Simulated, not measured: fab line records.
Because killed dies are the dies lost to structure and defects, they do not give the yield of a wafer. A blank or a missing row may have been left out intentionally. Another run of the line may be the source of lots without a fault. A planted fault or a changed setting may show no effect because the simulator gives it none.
What tool caused it?    flow n5 finfet    24 lots, 72 wafers sampled, at 5 steps of a route of 1938

## WHAT THE GAUGES SHOWED, per wafer
N5_SDB_THK_MEAS_31. Usual: SDB_THK gives 64.4 nm (standard deviation 1.2).
lot   measured     on             SDB_THK (nm)    flag
L074  day 4 02:36  film metro-01  64.2 65.9 65.1  
L075  day 4 09:31  film metro-02  63.9 64.3 64.9  
L076  day 4 12:23  film metro-02  64.8 64.9 67.2  
L077  day 5 01:29  film metro-02  64.7 63.1 62.0  
L078  day 5 05:11  film metro-02  63.4 63.6 64.5  
L079  day 5 11:44  film metro-01  64.7 64.7 63.1  
L080  day 5 13:48  film metro-01  65.3 66.6 64.9  
L081  day 5 18:11  film metro-02  64.5 63.3 64.6  
L082  day 6 01:17  film metro-02  64.4 64.8 65.5  
L083  day 6 04:37  film metro-02  62.5 64.5 63.2  
L084  day 6 10:34  film metro-02  64.5 65.2 64.2  
L085  day 6 18:50  film metro-01  61.2 63.1 61.8  
L086  day 6 22:11  film metro-02  63.1 64.3 63.5  
L087  day 7 04:40  film metro-02  64.2 63.3 64.5  
L088  day 7 08:52  film metro-01  63.1 63.1 64.6  
L089  day 7 19:18  film metro-01  64.5 65.4 64.0  
L090  day 8 05:58  film metro-01  63.7 63.9 64.5  
L091  day 8 07:08  film metro-01  63.4 62.5 63.5  
L092  day 8 14:58  film metro-02  65.5 64.0 64.2  
L093  day 8 19:16  film metro-02  64.5 66.8 65.6  
L095  day 9 05:17  film metro-01  64.4 66.1 67.0  
L094  day 9 05:55  film metro-02  63.7 64.3 64.7  
L096  day 9 12:22  film metro-01  65.1 65.0 64.3  
L097  day 9 17:15  film metro-02  65.4 65.7 64.9  

N5_HKMG_FIN_CD_MEAS_49 targets a cd of 202 nm. Usual: 201.8 nm for cd nm, sd 0.8.
lot   measured     on         cd nm (nm)         flag
L074  day 4 04:22  cd sem-01  202.1 202.1 200.3  
L075  day 4 10:58  cd sem-03  199.9 201.2 202.4  
L076  day 4 13:57  cd sem-03  202.3 201.2 200.6  
L077  day 5 03:14  cd sem-02  201.8 200.8 201.8  
L078  day 5 07:08  cd sem-01  202.2 202.1 202.4  
L079  day 5 13:12  cd sem-03  201.0 200.3 200.5  
L080  day 5 15:22  cd sem-03  201.1 202.1 202.4  
L081  day 5 19:46  cd sem-01  202.2 201.8 202.0  
L082  day 6 03:14  cd sem-02  201.8 202.0 201.9  
L083  day 6 06:18  cd sem-03  201.8 201.0 200.9  
L084  day 6 12:08  cd sem-03  202.5 201.6 202.8  
L085  day 6 20:39  cd sem-02  202.6 201.8 201.8  
L086  day 6 23:55  cd sem-02  202.9 203.4 202.4  
L087  day 7 06:13  cd sem-01  202.3 202.4 203.5  
L088  day 7 11:04  cd sem-03  201.3 201.0 202.2  
L089  day 7 21:05  cd sem-01  201.3 202.2 203.0  
L090  day 8 07:43  cd sem-01  201.5 202.3 203.2  
L091  day 8 08:43  cd sem-01  200.2 200.1 201.1  
L092  day 8 16:50  cd sem-03  201.2 200.6 202.0  
L093  day 8 20:43  cd sem-03  203.4 203.8 203.9  
L095  day 9 06:47  cd sem-02  201.3 201.4 201.7  
L094  day 9 07:23  cd sem-03  201.5 200.8 201.3  
L096  day 9 13:56  cd sem-01  200.2 201.3 201.7  
L097  day 9 18:49  cd sem-01  202.5 201.3 202.4  

N5_HKMG_FIN_INSPECT_61: inspects for defects (macro). Usual: 2.1 for raw defect count, sd 1.5.
lot   measured     on                 raw defect count  flag
L074  day 4 04:25  defect inspect-01  2 3 3             
L075  day 4 11:01  defect inspect-01  2 1 1             
L076  day 4 14:00  defect inspect-01  3 4 3             
L077  day 5 03:18  defect inspect-02  3 3 1             
L078  day 5 07:11  defect inspect-01  3 0 1             
L079  day 5 13:15  defect inspect-01  4 2 3             
L080  day 5 15:25  defect inspect-01  0 2 0             
L081  day 5 19:49  defect inspect-02  1 3 3             
L082  day 6 03:17  defect inspect-02  3 3 2             
L083  day 6 06:22  defect inspect-01  1 5 3             
L084  day 6 12:11  defect inspect-01  2 2 3             
L085  day 6 20:43  defect inspect-01  1 4 5             
L086  day 6 23:58  defect inspect-01  0 0 3             
L087  day 7 06:17  defect inspect-02  5 1 0             
L088  day 7 11:08  defect inspect-02  6 2 0             
L089  day 7 21:08  defect inspect-01  2 1 1             
L090  day 8 07:46  defect inspect-02  4 0 2             
L091  day 8 08:46  defect inspect-01  1 1 5             
L092  day 8 16:53  defect inspect-01  2 3 3             
L093  day 8 20:46  defect inspect-01  0 3 0             
L095  day 9 06:50  defect inspect-01  5 1 6             
L094  day 9 07:26  defect inspect-01  1 1 3             
L096  day 9 14:00  defect inspect-02  4 2 1             
L097  day 9 18:52  defect inspect-01  2 2 1             

N5_HKMG_FIN_INSPECT_14: inspects for defects (macro). Usual: 2.1 for raw defect count, sd 1.4.
lot   measured     on                 raw defect count  flag
L074  day 4 07:47  defect inspect-01  2 3 2             
L075  day 4 15:13  defect inspect-02  3 1 2             
L076  day 4 17:22  defect inspect-02  1 2 3             
L077  day 5 06:39  defect inspect-01  2 2 0             
L078  day 5 10:52  defect inspect-02  3 2 2             
L079  day 5 17:05  defect inspect-01  2 0 3             
L080  day 5 18:55  defect inspect-02  3 1 0             
L081  day 5 23:33  defect inspect-01  1 3 2             
L082  day 6 06:44  defect inspect-01  4 2 3             
L083  day 6 10:08  defect inspect-01  0 2 2             
L084  day 6 15:43  defect inspect-02  0 5 1             
L085  day 6 23:57  defect inspect-01  3 1 2             
L086  day 7 04:28  defect inspect-02  3 1 0             
L087  day 7 09:38  defect inspect-01  2 3 2             
L088  day 7 14:44  defect inspect-01  0 1 3             
L089  day 8 00:23  defect inspect-01  3 3 4             
L090  day 8 11:01  defect inspect-02  3 1 1             
L091  day 8 12:19  defect inspect-01  1 2 4             
L092  day 8 20:10  defect inspect-02  1 4 1             
L093  day 9 00:17  defect inspect-02  2 0 2             
L095  day 9 10:05  defect inspect-02  1 1 2             
L094  day 9 11:07  defect inspect-02  2 4 5             
L096  day 9 17:25  defect inspect-02  0 2 1             
L097  day 9 22:08  defect inspect-02  1 1 1             

## WHAT TOOL EACH LOT RAN ON (gives the tool, then ch and the chambers of the sampled wafers, and finally the start)
lot   N5_SDB_ALD_29
L074  ald sin-01 ch 0,1,2, day 3 23:34
L075  ald sin-02 ch 0,1, day 4 06:29
L076  ald sin-01 ch 1,2,3, day 4 09:22
L077  ald sin-03 ch 0,1,3, day 4 22:27
L078  ald sin-03 ch 0,1,3, day 5 02:09
L079  ald sin-01 ch 1,2,3, day 5 08:35
L080  ald sin-03 ch 0,1,3, day 5 10:47
L081  ald sin-03 ch 0,3, day 5 13:48
L082  ald sin-02 ch 0,1,3, day 5 22:16
L083  ald sin-03 ch 2,3, day 6 01:35
L084  ald sin-03 ch 0,2,3, day 6 07:33
L085  ald sin-02 ch 0,1,2, day 6 15:49
L086  ald sin-03 ch 0,1, day 6 19:10
L087  ald sin-03 ch 0,1,3, day 7 01:38
L088  ald sin-03 ch 0,2,3, day 7 05:50
L089  ald sin-02 ch 0,2, day 7 15:58
L090  ald sin-02 ch 0,1,3, day 8 02:56
L091  ald sin-01 ch 2,3, day 8 04:07
L092  ald sin-03 ch 0,2,3, day 8 11:56
L093  ald sin-03 ch 0,1,3, day 8 16:14
L095  ald sin-01 ch 0,2,3, day 9 02:16
L094  ald sin-02 ch 0,2, day 9 02:53
L096  ald sin-03 ch 1,3, day 9 09:20
L097  ald sin-01 ch 0,2, day 9 14:13
- N5_SDB_ALD_29: deposits SiNx, target thk 30 nm, pulse time 1 s, ald cycles 600.

## WHAT THE TOOLS THEMSELVES READ (means of the sampled wafers that have a number; where no wafer has one, the mark that the record gives instead)
N5_SDB_ALD_29. Usual: heater power w 807 W, standard deviation 72; precursor pulse height rel 1.000, standard deviation 0.02.
lot   tool        heater power w (W)  precursor pulse height rel  flag
L074  ald sin-01  813                 0.998                       
L075  ald sin-02  756                 0.999                       
L076  ald sin-01  813                 1.021                       
L077  ald sin-03  813                 0.996                       
L078  ald sin-03  818                 0.982                       
L079  ald sin-01  814                 1.007                       
L080  ald sin-03  817                 0.994                       
L081  ald sin-03  873                 0.995                       
L082  ald sin-02  737                 0.991                       
L083  ald sin-03  803                 1.002                       
L084  ald sin-03  828                 1.016                       
L085  ald sin-02  789                 0.988                       
L086  ald sin-03  857                 0.996                       
L087  ald sin-03  828                 0.999                       
L088  ald sin-03  843                 0.978                       
L089  ald sin-02  819                 1.001                       
L090  ald sin-02  761                 1.007                       
L091  ald sin-01  829                 1.001                       
L092  ald sin-03  841                 0.989                       
L093  ald sin-03  819                 0.996                       
L095  ald sin-01  868                 1.018                       
L094  ald sin-02  822                 0.996                       
L096  ald sin-03  770                 1.002                       
L097  ald sin-01  898                 1.000                       

## THE ANSWER, worked out from the rows above alone
Rule: a lot is off if the mean of its wafers that have a number lies more than 3 standard deviations from the usual mean. Also off: a lot with no number at a reading for which 4 or more lots have one. Any other lot the step has rows for is counted as sound. After the gauges, taken in route order, come the tools' own readings; for these a lot's mean is taken, as printed above. At the first step where some lot is off, the reading lying furthest off is the one used; lots without a number count as furthest.
No lot is off at any reading shown: from this, nothing can be told.

## WHAT HAD BEEN PUT IN BY THE SIMULATOR
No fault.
